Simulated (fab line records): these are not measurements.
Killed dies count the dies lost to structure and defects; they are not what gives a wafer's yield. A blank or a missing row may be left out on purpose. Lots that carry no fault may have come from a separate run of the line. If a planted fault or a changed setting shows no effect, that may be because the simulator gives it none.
Chamber matching + flow n5-finfet + 3 sister chambers for N5_BEOL_M7_CURE_74 on uv-cure-01
The step cures SiCOH lowk, time 240 s. 6 wafers are shown with their chamber, then 10 later ones without.

WAFERS WITH THEIR CHAMBER
| wafer  | chamber | wafer_temp_C_max | lamp-power-pct (%) |
|--------|---------|------------------|--------------------|
| L080.4 | 2       | 386.1            | 52.32              |
| L080.5 | 2       | 385.8            | 52.28              |
| L084.3 | 0       | 387.2            | 52.32              |
| L084.6 | 0       | 387.2            | 52.30              |
| L086.1 | 1       | 386.5            | 52.29              |
| L086.3 | 1       | 386.6            | 52.43              |

WAFERS WITH NO CHAMBER GIVEN
| wafer  | wafer_temp_C_max | lamp-power-pct (%) |
|--------|------------------|--------------------|
| L086.5 | 386.6            | 52.34              |
| L090.2 | 386.9            | 52.29              |
| L090.3 | 387.1            | 52.39              |
| L090.5 | 386.9            | 52.44              |
| L093.3 | 387.3            | 52.32              |
| L093.4 | 388.0            | 52.27              |
| L093.6 | 387.9            | 52.19              |
| L096.2 | 386.3            | 52.43              |
| L096.4 | 386.8            | 52.25              |
| L096.6 | 386.7            | 52.41              |

WHICH CHAMBER EACH ONE RAN IN
| wafer  | from the rows above     | in truth |
|--------|-------------------------|----------|
| L086.5 | 1                       | 1        |
| L090.2 | can't be placed: 0 or 1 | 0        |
| L090.3 | 0                       | 0        |
| L090.5 | can't be placed: 1 or 0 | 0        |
| L093.3 | 0                       | 0        |
| L093.4 | 0                       | 0        |
| L093.6 | 0                       | 0        |
| L096.2 | can't be placed: 1 or 2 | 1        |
| L096.4 | can't be placed: 1 or 0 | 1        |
| L096.6 | 1                       | 1        |
Placed correctly: 6 of 10. From these rows, 4 cannot be placed; in 4 the true chamber is one of the candidates. 0 placed wrongly.
How it was worked out, from the rows above alone: a wafer's distance from a chamber is the root of the sum, over the readings, of the square of ((its reading less the chamber's mean) divided by the reading's scatter). If the next closest chamber is less than 2 further off than the closest, the wafer can't be placed; otherwise it belongs to the closest. For every chamber, the mean is computed from those of its wafers that are shown. The scatter is the square root of a quotient: the sum, over the shown wafers, of each reading's squared deviation from its chamber's mean, divided by wafers minus chambers.
